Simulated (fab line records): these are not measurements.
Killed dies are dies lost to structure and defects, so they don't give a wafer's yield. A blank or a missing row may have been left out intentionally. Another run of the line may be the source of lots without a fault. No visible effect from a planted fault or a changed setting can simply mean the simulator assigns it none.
Matching of chambers    flow n5Finfet    N5_SD_EPI_N_ETCH_16 on rieDiel-01: 4 sister chambers
The step etches SiO2 in CHF3/O2, target depth 5 nm. 4 wafers are shown with their chamber, then 10 later ones without.

== EACH WAFER AND ITS CHAMBER ==
wafer   chamber  showerheadPlenumPTorr (Torr)
L086.4  1        2.56
L086.5  3        2.52
L087.1  0        2.32
L087.4  2        2.48

== WAFERS WITH NO CHAMBER GIVEN ==
wafer   showerheadPlenumPTorr (Torr)
L087.5  2.32
L089.1  2.32
L089.2  2.48
L089.4  2.48
L091.3  2.32
L091.4  2.55
L091.6  2.51
L093.1  2.51
L093.4  2.55
L093.6  2.51

== EACH ONE'S CHAMBER ==
wafer   from the rows above  in truth
L087.5  0                    0
L089.1  0                    0
L089.2  2                    2
L089.4  2                    2
L091.3  0                    0
L091.4  1                    1
L091.6  3                    3
L093.1  3                    3
L093.4  1                    1
L093.6  3                    3
Placed correctly: 10 of 10. Number that these rows cannot place: 0. 0 placed wrongly.
How it was worked out, from the rows above alone: a wafer's distance from a chamber is the root of the sum, over the readings, of the square of ((its reading less the chamber's mean) divided by the reading's scatter). The wafer belongs to the nearest chamber; if the next one is less than 2 further off, it can't be placed. Each chamber's mean is taken over the wafers shown for it. The scatter (one wafer shown for each chamber): square how far every hidden wafer sits from the nearest shown wafer, average those squares and take the square root.
